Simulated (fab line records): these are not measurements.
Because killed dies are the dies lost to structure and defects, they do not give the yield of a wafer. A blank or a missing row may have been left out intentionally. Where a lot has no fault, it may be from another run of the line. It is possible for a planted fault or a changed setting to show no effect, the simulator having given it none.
fab line records	flow n5_finfet
[record] lots = 7	wafers = 21
route steps=1938 shown BEOL_M0_SAQP@682 BEOL_M1@770 BEOL_M4@1023 BEOL_M5@1112 BEOL_M6@1233 BEOL_M7@1281 BEOL_M8@1370 BEOL_M11@1560
start_h: hours from the record's first day to the start of the lot's first wafer shown	wait_h: hours from the lot's prior step to this one	" unchanged from the row above	L1.1+2: a single row standing in for several wafers	- value missing, or start not given	* or withheld: withheld	< > ~ a bound
route shown NAME@n: names a module that has steps shown in the file, with the first one's number in the route	usual: average and standard deviation across the fault-free wafers	same: alike in all rows	chamber/n: place in a boat	sites: the reading at each site	_std_site: their standard deviation	_edge_site: the outer-site mean with the inner-site mean subtracted	radius_mm: for every site, how far away it sits from the centre of the wafer	mask NAME#n: copy n	behind: the most recent tool/chamber to have shaped the wafer	hold: why the lot was held/for how many hours/how that ended	device: names the non-switching transistor (n, p or np)	end of line: the tests these same wafers got at the end of their route	a step with no rows: only its recipe	killed: at the first sort, the dies lost to defects and structure; wafer yield is something else	map: dies across one wafer; x = killed, . = not, _ = none there
set.NAME: the setting the step ran with; set.NAME@STEP: the setting that earlier step ran with	model.NAME: the simulator's own value behind a step, which no gauge read
lots run with intentionally changed settings; tables by step, rows by wafer
[[steps]]
[step N5_BEOL_M0_SAQP_COAT_87]
[recipe] resist = underlayer	temp_c = 205	time_s = 60	spin_rpm = 1500	resist_thk_nm = 5
lot.wafer	tool	chamber	start_h	wait_h	set.spin_rpm
L076.1+4	litho_track-05	0	-	-	1500
L076.3	"	0	"	"	1653
L075.1	litho_track-05	0	-	-	1500
L075.3+5	"	0	"	"	1615
L077.2+3+6	litho_track-02	0	-	-	1500
L079.4+6	litho_track-03	0	-	-	1500
L079.5	"	0	"	"	1578
L080.1	litho_track-03	0	-	-	1500
L080.3+4	"	0	"	"	1423
L082.4+5	litho_track-05	0	-	-	1500
L082.6	"	0	"	"	1401
L088.2+4+5	litho_track-05	0	-	-	1500
[step N5_BEOL_M0_SAQP_COAT_34]
[recipe] resist = CAR-EUV	spin_rpm = 1500	resist_thk_nm = 30
[step N5_BEOL_M0_SAQP_EBR_36]
[recipe] solvent = PGMEA	ebr_width_mm = 1.5
[step N5_BEOL_M0_SAQP_DESCUM_45]
[recipe] chemistry = O2	time_s = 7	source_power_w = 50	bias_power_w = 20	pressure_mtorr = 20	rf_frequency_hz = 2.712e+07	temp_c = 40	resist = CAR-EUV	o2_flow_sccm = 225
[step N5_BEOL_M0_SAQP_ETCH_88]
[recipe] chemistry = N2/H2	target = underlayer	target_depth_a = 65	time_s = 5.2	ion_energy_ev = 200	mask_material = CAR-EUV	pressure_mtorr = 30	source_w = 840	bias_w = 150	n2_flow_sccm = 200	h2_flow_sccm = 200	ends = cleared
lot.wafer	tool	chamber	start_h	wait_h	set.spin_rpm@BEOL_M0_SAQP_COAT_87	model.etch.depth_nm
L076.1	rie_diel-04	2	127.82	0.0	1500	4.986
L076.3	"	3	"	"	1653	4.767
L076.4	"	1	"	"	1500	5.005
L075.1	rie_diel-03	0	131.84	0.0	1500	4.982
L075.3	"	1	"	"	1615	4.79
L075.5	"	1	"	"	1615	4.807
L077.2	rie_diel-04	2	135.17	0.0	1500	5.007
L077.3	"	3	"	"	1500	5.012
L077.6	"	0	"	"	1500	4.997
L079.4	rie_diel-05	3	152.20	0.0	1500	4.97
L079.5	"	3	"	"	1578	4.829
L079.6	"	0	"	"	1500	4.957
L080.1	rie_diel-05	2	156.05	0.0	1500	5.001
L080.3	"	0	"	"	1423	5.139
L080.4	"	3	"	"	1423	5.143
L082.4	rie_diel-05	2	182.14	0.0	1500	4.995
L082.5	"	3	"	"	1500	5
L082.6	"	0	"	"	1401	5.16
L088.2	rie_diel-05	0	198.53	0.0	1500	5.02
L088.4+5	"	2,3	"	"	1500	4.996
[step N5_BEOL_M1_ETCH_64]
[recipe] chemistry = N2/H2	target = SOC	target_depth_a = 750	overetch_a = 150	mask_material = SiARC	temp_c = 40	time_s = 112.5	ion_energy_ev = 200	pressure_mtorr = 30	source_w = 840	bias_w = 150	n2_flow_sccm = 200	h2_flow_sccm = 200
[usual] rf_vpp_V = 523.9/2.6
lot.wafer	tool	chamber	start_h	wait_h	set.source_w	rf_vpp_V
L076.1	rie_diel-05	2	142.61	0.0	955.7	501.7
L076.3	"	0	"	"	840	519.9
L076.4	"	1	"	"	955.7	501.5
L075.1	rie_diel-03	2	142.85	0.0	840	520.1
L075.3	"	1	"	"	919.7	507.8
L075.5	"	2	"	"	919.7	504.2
L077.2	rie_diel-03	1	149.31	0.0	840	522.9
L077.3	"	2	"	"	840	520.7
L077.6	"	3	"	"	840	526.0
L079.4	rie_diel-04	3	158.92	0.1	840	528.1
L079.5	"	0	"	"	978.6	495.2
L079.6	"	1	"	"	978.6	498.7
L080.1	rie_diel-05	1	170.56	0.0	964.9	499.1
L080.3	"	0	"	"	840	520.4
L080.4	"	2	"	"	964.9	501.2
L082.4	rie_diel-05	3	191.04	0.0	945.5	506.6
L082.5	"	2	"	"	945.5	505.0
L082.6	"	1	"	"	840	522.7
L088.2	rie_diel-05	0	207.31	0.0	840	520.6
L088.4	"	3	"	"	840	525.9
L088.5	"	1	"	"	840	521.7
[step N5_BEOL_M4_PECVD_72]
[recipe] material = SiO2	target_thk_a = 160	temp_c = 400	precursor = TEOS/O2	pressure_torr = 5.5	rf_w = 450	teos_flow_sccm = 53.8	gas = O2	flow_sccm = 3000	time_s = 18
lot.wafer	tool	chamber	start_h	wait_h	set.time_s	model.SiO2_of_BEOL_M4_PECVD_72.thk_nm
L076.1	pecvd-01	0	172.47	0.0	20.11	17.6
L076.3	"	2	"	"	20.11	17.8
L076.4	"	0	"	"	18	16.2
L075.1	pecvd-03	2	174.25	0.0	19.73	17.6
L075.3	"	0	"	"	19.73	17.4
L075.5	"	2	"	"	19.73	17.8
L077.2+3	pecvd-02	0,2	181.86	0.0	18	16
L077.6	"	0	"	"	18	16.2
L079.4	pecvd-01	0	204.07	0.1	17.31	15.8
L079.5	"	1	"	"	18	16.6
L079.6	"	2	"	"	17.31	15.6
L080.1+4	pecvd-01	1	204.47	0.0	18	16.2
L080.3	"	2	"	"	15.92	14
L082.4	pecvd-01	1	233.05	0.1	18	16
L082.5	"	0	"	"	16.87	15
L082.6	"	2	"	"	16.87	14.8
L088.2	pecvd-01	1	241.68	0.0	18	16.2
L088.4	"	2	"	"	18	16
L088.5	"	0	"	"	18	16.4
[step N5_BEOL_M4_HM_DEP_02]
[recipe] material = TiN	target_thk_a = 200	temp_c = 25	chamber_pressure_pa = 0.49996
[step N5_BEOL_M4_COAT_61]
[recipe] resist = SOC	temp_c = 250	time_s = 60	spin_rpm = 1500	resist_thk_nm = 60
[step N5_BEOL_M4_STRIP_97]
[recipe] chemistry = N2/H2	time_s = 10	power_w = 450	temp_c = 40	pressure_mtorr = 20	rf_frequency_hz = 6e+07	bias_power_w = 7	n2_flow_sccm = 200	h2_flow_sccm = 200
[step N5_BEOL_M4_HM_STRIP_39]
[recipe] chemistry = peroxide_tin_strip	material = TiN	target_depth_a = 250	temp_c = 50	time_s = 158
lot.wafer	tool	chamber	start_h	wait_h	set.time_s@BEOL_M4_PECVD_72	model.SiO2_of_BEOL_M4_PECVD_72.thk_nm
L076.1	wet_bench-02	5	177.80	0.0	20.11	17.4
L076.3	"	0	"	"	20.11	17.6
L076.4	"	2	"	"	18	16
L075.1	wet_bench-05	4	182.78	0.0	19.73	17.4
L075.3	"	2	"	"	19.73	17.2
L075.5	"	5	"	"	19.73	17.6
L077.2+3	wet_bench-02	6,4	187.70	0.0	18	15.8
L077.6	"	3	"	"	18	16
L079.4	wet_bench-06	7	206.57	0.0	17.31	15.8
L079.5	"	2	"	"	18	16.4
L079.6	"	6	"	"	17.31	15.4
L080.1	wet_bench-05	5	210.65	0.0	18	16.2
L080.3	"	7	"	"	15.92	13.8
L080.4	"	6	"	"	18	16
L082.4	wet_bench-02	4	243.97	0.0	18	15.8
L082.5	"	5	"	"	16.87	14.8
L082.6	"	7	"	"	16.87	14.6
L088.2+4	wet_bench-02	3,4	257.79	0.1	18	16
L088.5	"	2	"	"	18	16.2
[step N5_BEOL_M5_ILD_DEP_00]
[recipe] material = SiCOH_lowk	target_thk_a = 1406.4	temp_c = 300	precursor = DEMS/porogen	pressure_torr = 5	rf_w = 500	time_s = 25.9
lot.wafer	tool	chamber	start_h	wait_h	set.time_s	model.SiCOH_lowk_of_BEOL_M5_ILD_DEP_00.thk_nm
L076.1	pecvd-04	2	182.69	0.8	25.9	139.8
L076.3	"	0	"	"	25.9	141.6
L076.4	"	0	"	"	25.9	142
L075.1	pecvd-02	0	187.61	0.8	25.9	136.6
L075.3	"	1	"	"	25.9	138.2
L075.5	"	1	"	"	22.82	123.8
L077.2	pecvd-02	0	201.43	0.7	28.33	153
L077.3	"	2	"	"	25.9	136.2
L077.6	"	1	"	"	28.33	153.4
L079.4	pecvd-01	0	213.08	0.4	25.9	140.4
L079.5	"	1	"	"	28.49	155.6
L079.6	"	2	"	"	28.49	154.4
L080.1	pecvd-04	2	216.75	0.8	28.85	154.8
L080.3	"	1	"	"	28.85	154.2
L080.4	"	0	"	"	25.9	144.8
L082.4	pecvd-01	1	249.08	0.4	25.9	141.8
L082.5	"	2	"	"	25.9	142.4
L082.6	"	0	"	"	25.9	141.4
L088.2	pecvd-02	2	263.44	0.7	25.9	140.8
L088.4	"	1	"	"	25.9	143.4
L088.5	"	2	"	"	25.9	142
[step N5_BEOL_M5_CURE_79]
[recipe] temp_c = 385	time_s = 240	ambient = He/Ar	material = SiCOH_lowk
lot.wafer	tool	chamber	start_h	wait_h	set.time_s@BEOL_M5_ILD_DEP_00	model.SiCOH_lowk_of_BEOL_M5_ILD_DEP_00.thk_nm
L076.1	uv_cure-01	1	182.75	0.0	25.9	120.4
L076.3	"	1	"	"	25.9	121.8
L076.4	"	1	"	"	25.9	122.2
L075.1	uv_cure-02	2	187.67	0.0	25.9	117.4
L075.3	"	2	"	"	25.9	119
L075.5	"	2	"	"	22.82	106.4
L077.2	uv_cure-03	1	201.57	0.1	28.33	131.8
L077.3	"	1	"	"	25.9	117.2
L077.6	"	1	"	"	28.33	132
L079.4	uv_cure-02	1	213.36	0.3	25.9	120.8
L079.5	"	1	"	"	28.49	134
L079.6	"	1	"	"	28.49	133
L080.1	uv_cure-03	0	216.81	0.0	28.85	133.2
L080.3	"	0	"	"	28.85	132.8
L080.4	"	0	"	"	25.9	124.6
L082.4	uv_cure-03	0	249.36	0.3	25.9	122
L082.5	"	0	"	"	25.9	122.6
L082.6	"	0	"	"	25.9	121.6
L088.2	uv_cure-03	1	263.58	0.1	25.9	121.2
L088.4	"	1	"	"	25.9	123.4
L088.5	"	1	"	"	25.9	122.2
[step N5_BEOL_M5_THK_MEAS_01]
[recipe] reads = SiCOH_lowk_of_BEOL_M5_ILD_DEP_00
[usual] M5_ILD_THK = 120.5/1.5
lot.wafer	tool	chamber	start_h	wait_h	set.time_s@BEOL_M5_ILD_DEP_00	M5_ILD_THK[nm]
L076.1	film_metro-01	-	183.26	0.4	25.9	120.3
L076.3	"	-	"	"	25.9	121.8
L076.4	"	-	"	"	25.9	122.2
L075.1	film_metro-02	-	188.67	0.8	25.9	117.5
L075.3	"	-	"	"	25.9	118.9
L075.5	"	-	"	"	22.82	106.5
L077.2	film_metro-01	-	202.00	0.4	28.33	131.9
L077.3	"	-	"	"	25.9	117.1
L077.6	"	-	"	"	28.33	132.1
L079.4	film_metro-02	-	213.63	0.2	25.9	120.8
L079.5	"	-	"	"	28.49	133.9
L079.6	"	-	"	"	28.49	132.9
L080.1	film_metro-02	-	217.33	0.4	28.85	133.2
L080.3	"	-	"	"	28.85	132.8
L080.4	"	-	"	"	25.9	124.6
L082.4	film_metro-01	-	249.64	0.2	25.9	122.0
L082.5	"	-	"	"	25.9	122.6
L082.6	"	-	"	"	25.9	121.7
L088.2	film_metro-01	-	264.02	0.4	25.9	121.2
L088.4	"	-	"	"	25.9	123.5
L088.5	"	-	"	"	25.9	122.3
[step N5_BEOL_M5_COAT_71]
[recipe] resist = underlayer	temp_c = 205	time_s = 60	spin_rpm = 1500	resist_thk_nm = 5
lot.wafer	tool	chamber	start_h	wait_h	set.spin_rpm
L076.1	litho_track-02	0	-	-	1500
L076.3+4	"	0	"	"	1435
L075.1	litho_track-02	0	-	-	1448
L075.3+5	"	0	"	"	1500
L077.2+6	litho_track-02	0	-	-	1395
L077.3	"	0	"	"	1500
L079.4+5	litho_track-02	0	-	-	1500
L079.6	"	0	"	"	1564
L080.1	litho_track-02	0	-	-	1500
L080.3+4	"	0	"	"	1449
L082.4+5+6	litho_track-04	0	-	-	1500
L088.2+4+5	litho_track-02	0	-	-	1500
[step N5_BEOL_M5_COAT_05]
[recipe] resist = CAR-EUV	spin_rpm = 1500	resist_thk_nm = 30
[step N5_BEOL_M5_EBR_07]
[recipe] solvent = PGMEA	ebr_width_mm = 1.5
[step N5_BEOL_M5_DESCUM_16]
[recipe] chemistry = O2	time_s = 7	source_power_w = 50	bias_power_w = 20	pressure_mtorr = 20	rf_frequency_hz = 2.712e+07	temp_c = 40	resist = CAR-EUV	o2_flow_sccm = 225
[step N5_BEOL_M5_ETCH_72]
[recipe] chemistry = N2/H2	target = underlayer	target_depth_a = 65	mask_material = CAR-EUV	time_s = 5.2	ion_energy_ev = 200	pressure_mtorr = 30	source_w = 840	bias_w = 150	n2_flow_sccm = 200	h2_flow_sccm = 200	ends = cleared
lot.wafer	tool	chamber	start_h	wait_h	set.spin_rpm@BEOL_M5_COAT_71	model.etch.depth_nm
L076.1	rie_diel-03	2	184.20	0.0	1500	4.988
L076.3	"	0	"	"	1435	5.12
L076.4	"	3	"	"	1435	5.114
L075.1	rie_diel-03	1	189.71	0.0	1448	5.097
L075.3	"	2	"	"	1500	5
L075.5	"	2	"	"	1500	5.01
L077.2	rie_diel-05	3	204.23	0.0	1395	5.168
L077.3	"	1	"	"	1500	5.002
L077.6	"	3	"	"	1395	5.188
L079.4	rie_diel-04	2	214.80	0.0	1500	5.021
L079.5	"	0	"	"	1500	5.012
L079.6	"	1	"	"	1564	4.911
L080.1	rie_diel-05	0	219.98	0.0	1500	4.988
L080.3	"	1	"	"	1449	5.076
L080.4	"	2	"	"	1449	5.089
L082.4	rie_diel-04	2	250.95	0.0	1500	4.976
L082.5	"	3	"	"	1500	4.97
L082.6	"	0	"	"	1500	4.965
L088.2	rie_diel-04	0	266.20	0.0	1500	4.98
L088.4	"	0	"	"	1500	4.995
L088.5	"	1	"	"	1500	4.99
[step N5_BEOL_M6_ETCH_66]
[recipe] chemistry = N2/H2	target = SOC	target_depth_a = 800	overetch_a = 160	mask_material = SiARC	temp_c = 40	time_s = 120	ion_energy_ev = 200	pressure_mtorr = 30	source_w = 840	bias_w = 150	n2_flow_sccm = 200	h2_flow_sccm = 200
[usual] rf_vpp_V = 524.9/1.9
lot.wafer	tool	chamber	start_h	wait_h	set.bias_w	rf_vpp_V	model.SiARC_of_BEOL_M6_COAT_64.thk_nm
L076.1	rie_diel-02	3	197.58	0.0	130.9	480.4	7.4
L076.3	"	2	"	"	130.9	482.9	7.2
L076.4	"	1	"	"	150	525.2	6.6
L075.1	rie_diel-06	1	200.41	0.0	150	527.1	6.2
L075.3	"	0	"	"	150	527.9	6.2
L075.5	"	3	"	"	150	522.0	6.2
L077.2	rie_diel-02	3	218.59	0.0	150	523.3	6.4
L077.3	"	0	"	"	125.8	472.4	7.8
L077.6	"	3	"	"	125.8	466.6	7.6
L079.4	rie_diel-06	2	230.47	0.0	164.8	557.1	5.8
L079.5	"	0	"	"	150	526.8	6.2
L079.6	"	3	"	"	150	521.9	6.4
L080.1	rie_diel-01	1	233.53	0.0	150	524.2	6.4
L080.3	"	3	"	"	150	523.6	6.6
L080.4	"	1	"	"	150	524.4	6.4
L082.4	rie_diel-02	1	264.90	0.0	150	524.9	6.6
L082.5	"	3	"	"	150	523.9	6.4
L082.6	"	0	"	"	167.3	566.0	5.8
L088.2	rie_diel-01	1	287.36	0.0	150	523.9	6.4
L088.4	"	2	"	"	150	523.2	6.2
L088.5	"	3	"	"	150	521.2	6.6
[step N5_BEOL_M7_ETCH_62]
[recipe] chemistry = N2/H2	target = SOC	target_depth_a = 1100	overetch_a = 220	mask_material = SiARC	temp_c = 40	time_s = 165	ion_energy_ev = 200	pressure_mtorr = 30	source_w = 840	bias_w = 150	n2_flow_sccm = 200	h2_flow_sccm = 200
[usual] rf_vpp_V = 524.1/2.9
lot.wafer	tool	chamber	start_h	wait_h	set.source_w	rf_vpp_V
L076.1	rie_diel-03	3	201.93	0.0	840	525.1
L076.3	"	0	"	"	840	526.8
L076.4	"	2	"	"	840	520.7
L075.1	rie_diel-03	1	207.22	0.0	840	521.9
L075.3	"	3	"	"	785.9	536.6
L075.5	"	0	"	"	785.9	538.0
L077.2	rie_diel-04	2	223.43	0.0	985	495.5
L077.3	"	1	"	"	985	497.0
L077.6	"	2	"	"	840	523.3
L079.4	rie_diel-03	3	237.72	0.0	840	524.9
L079.5	"	0	"	"	840	527.9
L079.6	"	3	"	"	840	527.1
L080.1	rie_diel-03	0	238.40	0.0	840	527.9
L080.3	"	2	"	"	739.3	542.6
L080.4	"	3	"	"	739.3	547.3
L082.4	rie_diel-05	3	271.37	0.0	840	525.0
L082.5	"	1	"	"	840	522.5
L082.6	"	2	"	"	840	524.1
L088.2	rie_diel-04	2	297.58	0.0	840	521.4
L088.4	"	3	"	"	840	526.3
L088.5	"	2	"	"	840	523.0
[step N5_BEOL_M8_ETCH_65]
[recipe] chemistry = CF4	target = SiARC	target_depth_a = 156	mask_material = CAR-EUV	time_s = 26	ion_energy_ev = 80	pressure_mtorr = 40	source_w = 545	bias_w = 36	Ar_flow_sccm = 100	cf4_flow_sccm = 100	ends = cleared
[usual] etch_rf_on_time_s = 25.8/0.58	rf_vpp_V = 184.4/0.93
lot.wafer	tool	chamber	start_h	wait_h	set.source_w	etch_rf_on_time_s	rf_vpp_V
L076.1	rie_diel-01	3	212.69	0.0	545	26.7	185.7
L076.3	"	1	"	"	457	29.2	196.1
L076.4	"	0	"	"	457	30.3	197.3
L075.1	rie_diel-01	3	218.26	0.0	545	26.8	182.5
L075.3	"	0	"	"	576.8	24.8	181.5
L075.5	"	3	"	"	545	27.1	183.1
L077.2	rie_diel-06	1	233.67	0.0	545	25.6	185.8
L077.3	"	2	"	"	545	25.9	184.7
L077.6	"	0	"	"	545	24.9	185.6
L080.1	rie_diel-02	3	246.51	0.0	545	25.8	183.3
L080.3	"	1	"	"	545	26.4	184.0
L080.4	"	0	"	"	545	26.0	186.8
L079.4	rie_diel-01	3	246.89	0.0	545	27.1	183.5
L079.5	"	1	"	"	593.1	23.5	178.4
L079.6	"	2	"	"	545	26.0	185.0
L082.4	rie_diel-01	0	282.34	0.0	545	25.8	185.3
L082.5	"	1	"	"	545	25.5	184.4
L082.6	"	2	"	"	545	26.0	184.3
L088.2	rie_diel-01	2	310.33	0.0	545	25.6	184.8
L088.4	"	1	"	"	545	25.3	184.6
L088.5	"	3	"	"	545	26.2	185.4
[step N5_BEOL_M11_COAT_63]
[recipe] resist = SOC	temp_c = 250	time_s = 60	spin_rpm = 1500	resist_thk_nm = 100
lot.wafer	tool	chamber	start_h	wait_h	set.spin_rpm	model.SOC_of_BEOL_M11_COAT_63.thk_nm
L076.1	litho_track-05	0	233.00	1.0	1500	100
L076.3	"	0	"	"	1500	99.8
L076.4	"	0	"	"	1398	103.8
L075.1	litho_track-04	0	238.69	0.0	1500	99.8
L075.3	"	0	"	"	1500	99.4
L075.5	"	0	"	"	1500	99.6
L077.2	litho_track-05	0	255.17	0.9	1500	99.8
L077.3	"	0	"	"	1500	100.2
L077.6	"	0	"	"	1500	100
L079.4	litho_track-03	0	273.47	2.7	1429	102.6
L079.5	"	0	"	"	1429	102.2
L079.6	"	0	"	"	1429	102.4
L080.1	litho_track-04	0	273.47	1.5	1500	99.8
L080.3	"	0	"	"	1357	105
L080.4	"	0	"	"	1357	105.2
L082.4	litho_track-03	0	307.78	0.0	1500	100
L082.5	"	0	"	"	1432	102
L082.6	"	0	"	"	1500	99.8
L088.2+4+5	litho_track-05	0	332.37	0.2	1500	100.2
[[key]]
[split] step = N5_BEOL_M0_SAQP_COAT_87	setting = spin_rpm	stated = 1500	by = wafer
[response] step = N5_BEOL_M0_SAQP_ETCH_88	reading = model.etch.depth_nm	change = -0.0239	per = 1%	r = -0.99
[split] step = N5_BEOL_M1_ETCH_64	setting = source_w	stated = 840	by = wafer
[response] step = N5_BEOL_M1_ETCH_64	reading = rf_vpp_V	change = -1.52	per = 1%	r = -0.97
[split] step = N5_BEOL_M4_PECVD_72	setting = time_s	stated = 18	by = wafer
[response] step = N5_BEOL_M4_PECVD_72	reading = model.SiO2_of_BEOL_M4_PECVD_72.thk_nm	change = +0.164	per = 1%	r = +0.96
[response] step = N5_BEOL_M4_HM_STRIP_39	reading = model.SiO2_of_BEOL_M4_PECVD_72.thk_nm	change = +0.167	per = 1%	r = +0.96
[split] step = N5_BEOL_M5_ILD_DEP_00	setting = time_s	stated = 25.9	by = wafer
[response] step = N5_BEOL_M5_ILD_DEP_00	reading = model.SiCOH_lowk_of_BEOL_M5_ILD_DEP_00.thk_nm	change = +1.26	per = 1%	r = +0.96
[response] step = N5_BEOL_M5_CURE_79	reading = model.SiCOH_lowk_of_BEOL_M5_ILD_DEP_00.thk_nm	change = +1.09	per = 1%	r = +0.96
[response] step = N5_BEOL_M5_THK_MEAS_01	reading = M5_ILD_THK	change = +1.09	per = 1%	r = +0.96
[split] step = N5_BEOL_M5_COAT_71	setting = spin_rpm	stated = 1500	by = wafer
[response] step = N5_BEOL_M5_ETCH_72	reading = model.etch.depth_nm	change = -0.0263	per = 1%	r = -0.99
[split] step = N5_BEOL_M6_ETCH_66	setting = bias_w	stated = 150	by = wafer
[response] step = N5_BEOL_M6_ETCH_66	reading = rf_vpp_V	change = +3.41	per = 1%	r = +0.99
[response] step = N5_BEOL_M6_ETCH_66	reading = model.SiARC_of_BEOL_M6_COAT_64.thk_nm	change = -0.0657	per = 1%	r = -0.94
[split] step = N5_BEOL_M7_ETCH_62	setting = source_w	stated = 840	by = wafer
[response] step = N5_BEOL_M7_ETCH_62	reading = rf_vpp_V	change = -1.6	per = 1%	r = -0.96
[split] step = N5_BEOL_M8_ETCH_65	setting = source_w	stated = 545	by = wafer
[response] step = N5_BEOL_M8_ETCH_65	reading = etch_rf_on_time_s	change = *	per = 1%	r = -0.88
[response] step = N5_BEOL_M8_ETCH_65	reading = rf_vpp_V	change = -0.636	per = 1%	r = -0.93
[split] step = N5_BEOL_M11_COAT_63	setting = spin_rpm	stated = 1500	by = wafer
[response] step = N5_BEOL_M11_COAT_63	reading = model.SOC_of_BEOL_M11_COAT_63.thk_nm	change = -0.549	per = 1%	r = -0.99
